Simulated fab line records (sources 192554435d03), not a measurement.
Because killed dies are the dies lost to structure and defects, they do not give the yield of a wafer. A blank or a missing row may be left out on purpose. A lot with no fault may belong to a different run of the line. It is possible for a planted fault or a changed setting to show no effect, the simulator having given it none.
fab line records -- flow n5-finfet
[record] lots = 4, wafers = 12, last-day = 16
route steps=1938 shown BEOL_M9@1437 BEOL_M10@1470 BEOL_M15@1830 PASSIVATION@1936
lots that met no fault: from a run of the same line without faults
start-h: start of the lot's first displayed wafer, in hours after the record's first day -- wait-h: how many hours have passed since the lot's step before this one -- " the same as in the row above -- L1.1+2: a row that stands for several wafers -- - either no value or no given start -- * or withheld: withheld -- < > ~ a bound
route shown NAME@n: a module of which the file shows steps, and the number in the route of the first -- usual: the fault-free wafers' mean and standard deviation -- same: alike in all rows -- chamber/n: place in a boat -- sites: the reading at each site -- _std_site: the values' standard deviation -- _edge_site: outer sites' mean less inner sites' -- radius-mm: for every site, how far away it sits from the centre of the wafer -- mask NAME#n: copy n -- behind: the most recent tool/chamber to have shaped the wafer -- hold: why the lot went on hold/how many hours it stayed there/how the hold came to an end -- device: names the non-switching transistor (n, p or np) -- end of line: the same wafers' tests at the end of the route -- where a step has no rows: the recipe by itself -- killed: at the first sort, the dies lost to defects and structure; wafer yield is something else -- map: a wafer's dies, x killed, . not, _ none there
set.NAME: the run value of the setting; set.NAME@STEP: its run value at that earlier step -- model.NAME: the simulator's own value behind a step, which no gauge read
lots at some steps of the route; a table a step, a row a wafer
services: when a tool's chamber went out of use (start-h, in hours from the record's first day, below 0 if earlier), for how many hours, and the reason
[[steps]]
[step N5_BEOL_M9_DESCUM_33]
[recipe] chemistry = O2, time-s = 7, source-power-w = 50, bias-power-w = 20, pressure-mtorr = 20, rf-frequency-hz = 2.712e+07, temp-c = 40, resist = CAR-EUV, o2-flow-sccm = 225
[step N5_BEOL_M9_ETCH_76]
[recipe] chemistry = N2/H2, target = underlayer, target-depth-a = 65, mask-material = CAR-EUV, time-s = 5.2, ion-energy-ev = 200, pressure-mtorr = 30, source-w = 840, bias-w = 150, n2-flow-sccm = 200, h2-flow-sccm = 200, ends = cleared
[step N5_BEOL_M9_ETCH_65]
[recipe] chemistry = CF4, target = SiARC, target-depth-a = 156, mask-material = CAR-EUV, time-s = 26, ion-energy-ev = 80, pressure-mtorr = 40, source-w = 545, bias-w = 36, Ar_flow_sccm = 100, cf4-flow-sccm = 100, ends = cleared
[step N5_BEOL_M9_ETCH_66]
[recipe] chemistry = N2/H2, target = SOC, target-depth-a = 800, overetch-a = 160, mask-material = SiARC, temp-c = 40, time-s = 120, ion-energy-ev = 200, pressure-mtorr = 30, source-w = 840, bias-w = 150, n2-flow-sccm = 200, h2-flow-sccm = 200
[step N5_BEOL_M9_STRIP_69]
[recipe] chemistry = N2/H2, temp-c = 40, n2-flow-sccm = 200, h2-flow-sccm = 200, rf-frequency-hz = 6e+07
[step N5_BEOL_M9_STRIP_77]
[recipe] chemistry = N2/H2, temp-c = 40, n2-flow-sccm = 200, h2-flow-sccm = 200, rf-frequency-hz = 6e+07
[step N5_BEOL_M9_VIA_ETCH_34]
[recipe] chemistry = C4F6/O2, target = SiCOH_lowk, target-depth-a = 1824, mask-material = SOC, taper-deg = 4, time-s = 68.4, ion-energy-ev = 250, pressure-mtorr = 30, source-w = 345, bias-w = 185, Ar_flow_sccm = 300, C4F6_flow_sccm = 10, O2_flow_sccm = 10
[step N5_BEOL_M9_STRIP_73]
[recipe] chemistry = C4F6/O2, resist = SiARC, rf-frequency-hz = 6e+07
[step N5_BEOL_M9_STRIP_36]
[recipe] chemistry = N2/H2, power-w = 450, temp-c = 40, pressure-mtorr = 20, rf-frequency-hz = 6e+07, overash-fraction = 0.3, bias-power-w = 7, h2-frac = 0.5, n2-flow-sccm = 200, h2-flow-sccm = 200
[step N5_BEOL_M9_TRENCH_ETCH_37]
[recipe] chemistry = C4F6/O2, target-depth-a = 1514.3, target = SiCOH_lowk, time-s = 49, ion-energy-ev = 250, pressure-mtorr = 30, source-w = 345, bias-w = 185, Ar_flow_sccm = 300, C4F6_flow_sccm = 10, O2_flow_sccm = 10
[usual] C4F6_flow_sccm = 10.000/0.029, bias-w = 185.1/0.57, drypump-motor-current-A = 5.6/0.43, oes_f_703_au = 0.79/0.066, oes_o_777_au = 0.80/0.061, oes-product-au = 0.80/0.071, rf-fwd-power-W = 341.7/1.3, rf-vpp-V = 668/25, showerhead-plenum-p-Torr = 2.83/0.085, throttle-valve-pct = 20.87/0.23
lot.wafer,tool,chamber,start-h,wait-h,C4F6_flow_sccm,bias-w,drypump-motor-current-A,oes_f_703_au,oes_o_777_au,oes-product-au,rf-fwd-power-W,rf-hours-counter-h,rf-vpp-V,showerhead-plenum-p-Torr,throttle-valve-pct,model.etch.depth-nm,model.BEOL_M9.feature-depth-nm
L559.2,rie-diel-01,0,253.59,-,10.008,184.0,5.5,0.87,0.86,0.88,341.0,48,676,2.80,20.87,160.2,160.2
L559.4,rie-diel-01,3,253.59,-,10.006,185.5,6.0,0.83,0.83,0.81,340.9,73,632,2.92,21.13,149.8,149.8
L559.5,rie-diel-01,2,253.59,-,10.011,184.5,5.2,0.86,0.88,0.87,342.6,-,680,2.78,20.69,151.1,151
L574.1,rie-diel-01,1,317.24,-,9.993,185.3,5.4,0.97,0.97,0.85,422.2,75,608,2.79,20.73,162.5,162.4
L574.4,rie-diel-01,2,317.24,-,10.000,185.0,5.3,1.08,1.06,0.90,424.0,63,610,2.77,20.75,166,166
L574.6,rie-diel-01,1,317.24,-,10.053,185.5,5.4,0.98,0.97,0.85,423.2,-,610,2.79,20.71,161.8,161.8
L573.1,rie-diel-01,0,325.72,-,9.995,184.6,5.5,1.09,1.04,0.89,424.3,70,605,2.79,20.91,172.9,173
L573.2,rie-diel-01,2,325.72,-,10.026,185.1,5.3,1.07,1.05,0.89,425.2,65,611,2.77,20.75,165.2,165.2
L573.5,rie-diel-01,0,325.72,-,9.995,184.8,5.5,1.09,1.04,0.90,423.4,-,605,2.79,20.90,173.6,173.6
L576.1,rie-diel-05,3,327.93,-,9.997,185.2,5.8,0.64,0.68,0.68,343.0,244,702,2.94,21.40,147.2,147.2
L576.2,rie-diel-05,2,327.93,-,10.026,184.9,5.0,0.78,0.79,0.81,342.4,113,676,2.71,20.78,152.3,152.2
L576.4,rie-diel-05,0,327.93,-,9.948,184.9,5.1,0.73,0.73,0.67,341.1,230,616,2.69,20.82,144,144
[step N5_BEOL_M9_ETCH_41]
[recipe] chemistry = CH3F/O2, target = SiCN, target-depth-a = 366, taper-deg = 2, time-s = 70.1, ion-energy-ev = 120, mask-material = TiN, pressure-mtorr = 30, source-w = 395, bias-w = 75, Ar_flow_sccm = 150, CH3F_flow_sccm = 30, O2_flow_sccm = 20
[step N5_BEOL_M9_STRIP_80]
[recipe] chemistry = N2/H2, time-s = 10, power-w = 450, temp-c = 40, pressure-mtorr = 20, rf-frequency-hz = 6e+07, bias-power-w = 7, n2-flow-sccm = 200, h2-flow-sccm = 200
[step N5_BEOL_M9_OCD_MEAS_38]
[usual] trench-depth-nm = 151/3.8
lot.wafer,tool,chamber,start-h,wait-h,trench-depth-nm
L559.2,ocd-01,-,253.76,-,160
L559.4,ocd-01,-,253.76,-,150
L559.5,ocd-01,-,253.76,-,151
L574.1,ocd-01,-,317.42,-,162
L574.4,ocd-01,-,317.42,-,166
L574.6,ocd-01,-,317.42,-,161
L573.1,ocd-02,-,325.90,-,173
L573.2,ocd-02,-,325.90,-,166
L573.5,ocd-02,-,325.90,-,173
L576.1,ocd-01,-,328.11,-,147
L576.2,ocd-01,-,328.11,-,153
L576.4,ocd-01,-,328.11,-,145
[step N5_BEOL_M9_HM_STRIP_39]
[recipe] chemistry = peroxide-tin-strip, material = TiN, target-depth-a = 250, temp-c = 50, time-s = 158
[step N5_BEOL_M9_SRD_40]
[recipe] time-s = 30, temp-c = 23, rinse-liquid = diw, dry = ipa-marangoni
[step N5_BEOL_M9_PRECLEAN_42]
[recipe] chemistry = residue-remover, time-s = 60, temp-c = 40
[step N5_BEOL_M9_SRD_43]
[recipe] time-s = 30, temp-c = 23, rinse-liquid = diw, dry = ipa-marangoni
[step N5_BEOL_M9_CURE_72]
[recipe] temp-c = 370, time-s = 120, ambient = DMADMS/He, material = SiCOH_lowk
[step N5_BEOL_M9_DEGAS_44]
[recipe] ambient = vacuum, temp-c = 250, time-s = 60
[step N5_BEOL_M9_PRE_CLEAN_45]
[recipe] gas = H2/He, time-s = 30, temp-c = 250
[step N5_BEOL_M9_ALD_74]
[recipe] material = TaN, target-thk-a = 20, temp-c = 275, ald-precursor-family = PDMAT, ald-co-reactant = NH3, pressure-torr = 3, carrier-flow-sccm = 1500, pulse-time-s = 2, purge-time-s = 3, co-reactant-purge-time-s = 2, co-reactant-pulse-time-s = 3, ald-cycles = 40, precursor-vessel-temp-c = 75, precursor-vessel-pressure-torr = 26.25, precursor-vessel-carrier-sccm = 1000
[step N5_BEOL_M9_SURFACE_TREAT_79]
[recipe] gas = Ar, time-s = *, ion-energy-ev = *, ion-current-ma-cm2 = 0.5, pressure-mtorr = *, ar-flow-sccm = 30
[step N5_BEOL_M9_CVD_78]
[recipe] material = Co, target-thk-a = 20, temp-c = withheld, precursor = CCTBA/H2, pressure-torr = 30, time-s = 138.9
[step N5_BEOL_M9_SPUTTER_48]
[recipe] material = Cu, target-thk-a = 120, temp-c = -20, bias-v = 60, power-w = 26000, chamber-pressure-pa = 0.13, time-s = 2
[step N5_BEOL_M9_ECD_50]
[recipe] material = Cu, target-thk-a = 3180
[step N5_BEOL_M9_ANNEAL_51]
[recipe] temp-c = 225, time-s = 90, ambient = N2
[step N5_BEOL_M9_CMP_52]
[recipe] stop-on = SiCOH_lowk, t-overpolish-s = 7, down-force-psi = 1, platen-rpm = 50, clearing-platen-down-force-psi = 1.5, clearing-platen-rpm = 50, post-cmp-clean = cu-alkaline, target-thk-nm = 140, clearing-platen-pad-velocity-m-s = 0.99484, pad-velocity-m-s = 0.99484
[usual] barrier-field-endpoint-s = 29.1/0.84, head-pressure-psi = 1.0000/0.0021, motor-current-A = 6.2/0.65, overpolish-run-s = 7.001/0.0092, pad-life-wafers = 942/660, time-to-endpoint-s = 66/4.3
lot.wafer,tool,chamber,start-h,wait-h,barrier-field-endpoint-s,head-pressure-psi,motor-current-A,overpolish-run-s,pad-life-wafers,time-to-endpoint-s,model.Cu_of_BEOL_M9_ECD_50.thk-nm
L559.4,cmp-04,0,255.95,0.1,29.6,0.9996,5.3,7.012,1008,66,138.4
L559.2,cmp-04,2,255.95,0.1,29.4,1.0003,6.2,6.994,1010,66,149.6
L559.5,cmp-04,0,255.95,0.1,29.7,1.0023,4.9,7.002,-,66,140.2
L574.1,cmp-02,2,319.90,0.3,29.1,0.9990,5.8,6.989,661,65,150.4
L574.4,cmp-02,3,319.90,0.3,28.9,0.9997,5.9,6.997,662,64,154.8
L574.6,cmp-02,1,319.90,0.3,28.6,0.9982,7.3,7.017,-,63,150.4
L573.2,cmp-03,1,329.24,0.3,29.1,0.9968,5.1,7.003,115,68,153.4
L573.1,cmp-03,2,329.24,0.3,29.8,0.9966,7.2,6.988,116,73,163.2
L573.5,cmp-03,1,329.24,0.3,28.7,0.9947,5.1,6.989,-,69,161.4
L576.2,cmp-03,0,331.59,0.2,28.7,0.9985,6.4,6.995,138,62,139.6
L576.4,cmp-03,2,331.59,0.2,30.2,0.9939,6.8,6.999,140,67,134.2
L576.1,cmp-03,3,331.59,0.2,29.4,0.9990,6.0,6.995,141,67,136.4
[step N5_BEOL_M9_THK_MEAS_53]
[recipe] thk-meas-gauge = xrf, reads = Cu_of_BEOL_M9_ECD_50
[usual] M9_THK = 141/4.3
lot.wafer,tool,chamber,start-h,wait-h,M9_THK[nm]
L559.2,film-metro-01,-,256.25,-,151
L559.4,film-metro-01,-,256.25,-,139
L559.5,film-metro-01,-,256.25,-,142
L574.1,film-metro-02,-,320.16,-,152
L574.4,film-metro-02,-,320.16,-,157
L574.6,film-metro-02,-,320.16,-,152
L573.1,film-metro-02,-,329.49,-,166
L573.2,film-metro-02,-,329.49,-,155
L573.5,film-metro-02,-,329.49,-,164
L576.1,film-metro-01,-,331.89,-,136
L576.2,film-metro-01,-,331.89,-,140
L576.4,film-metro-01,-,331.89,-,135
[step N5_BEOL_M9_PRE_CLEAN_55]
[recipe] gas = NH3, time-s = 15, temp-c = withheld, rf-power-w = 300
[step N5_BEOL_M9_DEP_56]
[recipe] material = SiCN, target-thk-a = 150, temp-c = withheld, precursor = 3MS/NH3, pressure-torr = 3, rf-w = 202, time-s = 26.5
[step N5_BEOL_M9_RS_MEAS_57]
[recipe] thk-meas-gauge = four-point-probe, reads = Cu_of_BEOL_M9_ECD_50+Co_of_BEOL_M9_CVD_78+TaN_of_BEOL_M9_ALD_74
[usual] M9_RS = 0.152/0.0049
lot.wafer,tool,chamber,start-h,wait-h,M9_RS[ohm/sq]
L559.2,film-metro-02,-,256.38,0.1,0.140
L559.4,film-metro-02,-,256.38,0.1,0.153
L559.5,film-metro-02,-,256.38,0.1,0.151
L574.1,film-metro-02,-,320.29,0.1,0.139
L574.4,film-metro-02,-,320.29,0.1,0.135
L574.6,film-metro-02,-,320.29,0.1,0.139
L573.1,film-metro-02,-,329.63,0.1,0.127
L573.2,film-metro-02,-,329.63,0.1,0.137
L573.5,film-metro-02,-,329.63,0.1,0.129
L576.1,film-metro-02,-,332.06,0.1,0.155
L576.2,film-metro-02,-,332.06,0.1,0.151
L576.4,film-metro-02,-,332.06,0.1,0.158
[step N5_BEOL_M10_ILD_DEP_00]
[recipe] material = SiCOH_lowk, target-thk-a = 3085.1, temp-c = 300, precursor = DEMS/porogen, pressure-torr = 5, rf-w = 500, time-s = 58
[step N5_BEOL_M10_CURE_71]
[recipe] temp-c = 385, time-s = 240, ambient = He/Ar, material = SiCOH_lowk
[step N5_BEOL_M10_PECVD_70]
[recipe] material = SiO2, target-thk-a = 200, temp-c = 400, precursor = TEOS/O2, pressure-torr = 5.5, rf-w = 450, teos-flow-sccm = 53.8, gas = O2, flow-sccm = 3000, time-s = 22.7
[step N5_BEOL_M10_HM_DEP_02]
[recipe] material = TiN, target-thk-a = 200, temp-c = 25, chamber-pressure-pa = 0.49996
[step N5_BEOL_M10_COAT_59]
[recipe] resist = SOC, temp-c = 250, time-s = 60, spin-rpm = 1500, resist-thk-nm = 100
[step N5_BEOL_M15_RC_MEAS_101]
[usual] COMB_M10 = 1.55e-11/2.8e-12, COMB_M11 = 1.48e-11/2.8e-12, COMB_M12 = 7.1e-12/1.3e-12, COMB_M12_max_site = 9.8e-12/2.1e-12, COMB_M13 = 5.4e-12/9.1e-13, COMB_M14 = 4.2e-12/7.4e-13, COMB_M15 = 3.1e-12/6.6e-13, COMB_M5 = 3.8e-11/7.8e-12, COMB_M6 = 2.5e-11/5.6e-12, COMB_M6_max_site = 3.6e-11/8.4e-12, COMB_M7 = 2.6e-11/5.1e-12, COMB_M8 = 2.6e-11/5.2e-12, COMB_M9 = 1.5e-11/3e-12, SERP_M10 = 3.09/0.11, SERP_M10_max_site = 3.18/0.11, SERP_M11 = 3.05/0.11, SERP_M11_max_site = 3.14/0.12, SERP_M12 = 0.640/0.021, SERP_M13 = 0.309/0.0084, SERP_M13_max_site = 0.312/0.0085, SERP_M14 = 0.164/0.0062, SERP_M5 = 39.2/2.4, SERP_M6 = 13.6/0.63, SERP_M7 = 14.2/0.75, SERP_M8 = 14.2/0.72, SERP_M8_max_site = 14.7/0.78, SERP_M9 = 3.07/0.12, SERP_M9_max_site = 3.15/0.12
lot.wafer,tool,chamber,start-h,wait-h,COMB_M10[S/m],COMB_M11[S/m],COMB_M12[S/m],COMB_M12_max_site[S/m],COMB_M13[S/m],COMB_M14[S/m],COMB_M15[S/m],COMB_M5[S/m],COMB_M6[S/m],COMB_M6_max_site[S/m],COMB_M7[S/m],COMB_M8[S/m],COMB_M9[S/m],SERP_M10[ohm/um],SERP_M10_max_site[ohm/um],SERP_M11[ohm/um],SERP_M11_max_site[ohm/um],SERP_M12[ohm/um],SERP_M13[ohm/um],SERP_M13_max_site[ohm/um],SERP_M14[ohm/um],SERP_M5[ohm/um],SERP_M6[ohm/um],SERP_M7[ohm/um],SERP_M8[ohm/um],SERP_M8_max_site[ohm/um],SERP_M9[ohm/um],SERP_M9_max_site[ohm/um]
L559.2,prober-02,0,295.31,0.2,1.81e-11,1.4e-11,6.7e-12,1.14e-11,6.2e-12,4.8e-12,2.8e-12,4.3e-11,3.2e-11,4.7e-11,2.6e-11,2.3e-11,2.1e-11,3.18,3.21,2.86,2.91,0.674,0.298,0.301,0.169,36.7,13.4,13.6,14.7,15.1,2.80,2.95
L559.4,prober-02,0,295.31,0.2,1.5e-11,1.36e-11,7.8e-12,1.03e-11,5.6e-12,4.3e-12,3.5e-12,3.6e-11,2.7e-11,3.1e-11,1.9e-11,2.1e-11,1.7e-11,3.05,3.15,2.83,2.96,0.665,0.307,0.311,0.151,40.5,13.3,14.8,15.1,15.6,3.18,3.31
L559.5,prober-02,0,295.31,0.2,1.13e-11,1.07e-11,6.5e-12,8.8e-12,5.7e-12,5.4e-12,3.2e-12,3.3e-11,2.3e-11,3.7e-11,2.2e-11,2.2e-11,1.3e-11,3.18,3.24,3.12,3.21,0.660,0.320,0.322,0.167,40.0,13.1,13.7,13.7,14.1,3.09,3.17
L574.1,prober-02,0,364.94,0.0,1.69e-11,1.66e-11,8.9e-12,1.33e-11,5.9e-12,3.7e-12,3e-12,5.1e-11,2.9e-11,4.1e-11,2.1e-11,3.4e-11,1.8e-11,3.12,3.25,3.09,3.15,0.670,0.312,0.317,0.169,41.8,12.9,12.7,15.3,15.8,2.77,2.85
L574.4,prober-02,0,364.94,0.0,1.93e-11,1.2e-11,8.5e-12,9.9e-12,5.3e-12,4.3e-12,3.3e-12,4e-11,2.5e-11,4.1e-11,3.3e-11,3.7e-11,1.5e-11,3.24,3.32,3.04,3.19,0.623,0.296,0.299,0.162,35.4,14.0,14.9,14.8,15.0,2.63,2.72
L574.6,prober-02,0,364.94,0.0,1.82e-11,1.96e-11,8.5e-12,1.18e-11,4.5e-12,3.6e-12,3.3e-12,4.3e-11,2.8e-11,4e-11,3.6e-11,2.8e-11,1.8e-11,3.11,3.35,3.03,3.14,0.650,0.312,0.316,0.164,38.9,14.6,13.5,13.5,14.2,2.74,2.81
L573.1,prober-02,0,374.48,0.0,1.22e-11,1.54e-11,7.2e-12,1.07e-11,4e-12,3.9e-12,2.8e-12,4.3e-11,3.9e-11,4.6e-11,2.3e-11,2.2e-11,1.3e-11,3.14,3.24,3.15,3.22,0.650,0.295,0.299,0.159,35.7,14.3,13.6,14.0,14.9,2.65,2.68
L573.2,prober-02,0,374.48,0.0,1.58e-11,1.77e-11,6.9e-12,8.4e-12,5.5e-12,4.8e-12,2.9e-12,3.4e-11,2e-11,2.4e-11,3.5e-11,1.6e-11,1.5e-11,2.96,3.00,3.26,3.34,0.626,0.321,0.323,0.164,34.8,13.8,14.4,13.6,14.0,2.74,2.78
L573.5,prober-02,0,374.48,0.0,1.09e-11,1.94e-11,8.5e-12,1e-11,5.3e-12,4.4e-12,2.7e-12,3.2e-11,2.8e-11,3.9e-11,2.4e-11,2.2e-11,9e-12,3.31,3.38,2.98,3.19,0.632,0.308,0.312,0.166,40.2,14.2,14.6,13.3,13.8,2.55,2.66
L576.1,prober-01,0,378.04,0.0,1.4e-11,2e-11,5.2e-12,7.2e-12,6.9e-12,3.2e-12,2.7e-12,4.3e-11,2.3e-11,3.6e-11,2.8e-11,2.2e-11,1.1e-11,3.11,3.22,2.97,3.04,0.659,0.320,0.321,0.163,38.8,12.6,14.0,13.9,14.6,3.13,3.21
L576.2,prober-01,0,378.04,0.0,1.37e-11,1.51e-11,5.2e-12,6.8e-12,6.4e-12,4.2e-12,3e-12,4.1e-11,2.8e-11,3.1e-11,2.4e-11,2.3e-11,1.2e-11,2.86,2.98,3.03,3.09,0.645,0.310,0.314,0.170,39.1,13.1,14.8,13.4,13.8,3.09,3.13
L576.4,prober-01,0,378.04,0.0,1.47e-11,1.45e-11,7.5e-12,1.09e-11,6.5e-12,3.5e-12,3.2e-12,3.6e-11,2.2e-11,2.8e-11,2.8e-11,2.5e-11,1.4e-11,3.12,3.15,2.98,3.10,0.649,0.306,0.313,0.159,39.9,13.9,13.4,14.2,15.0,3.21,3.29
// sites SERP_M9 radius-mm=0,75,75,75,75,140,140,140,140
L559.2 2.95 2.80 2.87 2.86 2.91 2.69 2.79 2.72 2.76
L574.1 2.82 2.77 2.85 2.81 2.81 2.73 2.70 2.67 2.69
L573.1 2.68 2.67 2.65 2.66 2.67 2.46 2.52 2.48 2.58
L576.1 3.14 3.13 3.15 3.21 3.20 3.09 3.10 3.04 3.03
[step N5_PASSIVATION_PROBE_49]
[usual] defect-limited-yield = 91.5/1.4, killed_at_M0_to_M3 = 32/11, killed_at_M4_up = 12/4.4, killed-at-contacts = 13/6.1, killed-at-front-end = 39/12, killed-at-other = 3.9/3, killed-dies = 100/17, killed-open = 66/12, killed-short = 33/7.4, sort_bin_5_function = 5.0/0.95, sort_bin_6_memory = 3.2/0.66, sort_bin_8_speed = 0.0/0.33, sort-n-pass = 1079/17, sort-yield-pct = 91.4/1.5
[same] gross-dies = 1180, killed-at-back-side = 0, sort_bin_4_leakage[%] = 0
lot.wafer,tool,chamber,start-h,wait-h,defect-limited-yield[%],killed_at_M0_to_M3,killed_at_M4_up,killed-at-contacts,killed-at-front-end,killed-at-other,killed-dies,killed-open,killed-short,sort_bin_5_function[%],sort_bin_6_memory[%],sort_bin_8_speed[%],sort-n-pass,sort-yield-pct[%]
L574.1,prober-02,-,378.23,0.0,91.1,35,18,8,40,4,105,56,46,5.3,3.0,0,1075,91.1
L574.4,prober-02,-,378.38,0.2,91.4,37,10,9,45,1,102,64,38,5.4,3.0,0,1078,91.4
L574.6,prober-02,-,378.48,0.3,90.3,45,12,4,50,3,114,69,44,5.7,3.6,0,1066,90.3
L576.1,prober-02,-,394.03,0.0,89.4,30,20,7,66,2,125,90,30,6.4,3.9,0,1055,89.4
L576.2,prober-02,-,394.08,0.1,91.9,24,20,9,41,2,96,66,24,5.5,2.1,0,1084,91.9
L576.4,prober-02,-,394.18,0.2,90.2,46,17,7,43,3,116,76,32,5.7,3.8,0,1064,90.2
// killed by level:class
L574.1 FIN_SAQP:geometric-particle:short=12 FIN_SAQP:geometric-particle:open=8 MOL_CONTACT_COAG:geometric-particle:open=8 BEOL_M0_SAQP:geometric-particle:short=8 BEOL_M0_SAQP:geometric-particle:open=7 STI_FIN_REVEAL:geometric-particle:open=6 BEOL_M5:geometric-particle:open=6 BEOL_M1:geometric-particle:open=4
L574.4 STI_FIN_REVEAL:geometric-particle:open=13 FIN_SAQP:geometric-particle:short=11 MOL_CONTACT_COAG:geometric-particle:open=7 FIN_SAQP:geometric-particle:open=6 BEOL_M2:geometric-particle:open=6 BEOL_M0_SAQP:geometric-particle:open=5 BEOL_M1:geometric-particle:short=5 BEOL_M3:geometric-particle:open=5
L574.6 FIN_SAQP:geometric-particle:open=11 FIN_SAQP:geometric-particle:short=11 BEOL_M0_SAQP:geometric-particle:open=10 BEOL_M0_SAQP:geometric-particle:short=10 BEOL_M1:geometric-particle:open=6 BEOL_M2:geometric-particle:open=6 GATE_CUT:geometric-particle:open=5 BEOL_M3:geometric-particle:open=5
L576.1 FIN_SAQP:geometric-particle:open=28 STI_FIN_REVEAL:geometric-particle:open=13 BEOL_M4:geometric-particle:open=7 DUMMY_GATE:geometric-particle:open=6 BEOL_M1:geometric-particle:open=6 FIN_SAQP:geometric-particle:short=5 MOL_CONTACT_COAG:geometric-particle:open=5 BEOL_M0_SAQP:geometric-particle:short=5
L576.2 STI_FIN_REVEAL:geometric-particle:open=15 FIN_SAQP:geometric-particle:open=9 BEOL_M4:geometric-particle:open=8 MOL_CONTACT_COAG:geometric-particle:open=6 GATE_CUT:geometric-particle:short=5 BEOL_M0_SAQP:geometric-particle:open=5 BEOL_M3:geometric-particle:open=5 BEOL_M0_SAQP:geometric-particle:short=4
L576.4 BEOL_M0_SAQP:geometric-particle:open=11 BEOL_M3:geometric-particle:open=11 STI_FIN_REVEAL:geometric-particle:open=10 BEOL_M4:geometric-particle:open=9 MOL_CONTACT_COAG:geometric-particle:open=6 BEOL_M0_SAQP:geometric-particle:short=6 FIN_SAQP:geometric-particle:short=5 DUMMY_GATE:geometric-particle:open=4
[[services]]
tool,chamber,start-h,hours,kind
cmp-02,-,239.83,4.0,pm
cmp-02,-,243.83,-,consumable-replace:conditioner
cmp-02,-,243.83,-,consumable-replace:pad
cmp-02,-,256.58,0.3,repair
cmp-04,-,306.07,0.5,repair
cmp-03,-,311.23,4.0,pm
cmp-03,-,315.23,-,consumable-replace:conditioner
cmp-03,-,315.23,-,consumable-replace:pad
cmp-04,-,319.68,1.3,repair
[[key]]
[first-sign] step = N5_BEOL_M9_TRENCH_ETCH_37, reading = rf-fwd-power-W, direction = up, sigmas = 63, usual = *, struck = *
[effect] step = N5_BEOL_M9_TRENCH_ETCH_37, reading = oes_f_703_au, direction = up, sigmas = 3.9, usual = 0.79, struck = 1.05
[effect] step = N5_BEOL_M9_OCD_MEAS_38, reading = trench-depth-nm, direction = up, sigmas = 4.2, usual = 151, struck = 167
[effect] step = N5_BEOL_M9_THK_MEAS_53, reading = M9_THK, direction = up, sigmas = 3.9, usual = 141, struck = 158
[effect] step = N5_BEOL_M9_RS_MEAS_57, reading = M9_RS, direction = down, sigmas = 3.6, usual = 0.152, struck = 0.134
[effect] step = N5_BEOL_M15_RC_MEAS_101, reading = SERP_M9, direction = down, sigmas = 3.2, usual = 3.07, struck = 2.68
[model-effect] step = N5_BEOL_M9_TRENCH_ETCH_37, value = etch.depth-nm, without = 153.6, struck = 167
[model-effect] step = N5_BEOL_M9_CMP_52, value = Cu_of_BEOL_M9_ECD_50.thk-nm, without = 142.2, struck = 155.6
met-at N5_BEOL_M9_TRENCH_ETCH_37
struck-wafers L573.1,L573.2,L573.5,L574.1,L574.4,L574.6
onset-between 253.59 317.24
[fault] kind = process-parameter-drift, tool = rie-diel-01, chamber = -, onset-h = 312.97, steps = N5_BEOL_M9_TRENCH_ETCH_37, channel = source-w, offset = 82.8, shape = step, end-h = 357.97, acts-in = these-recipes-only, stated = 345
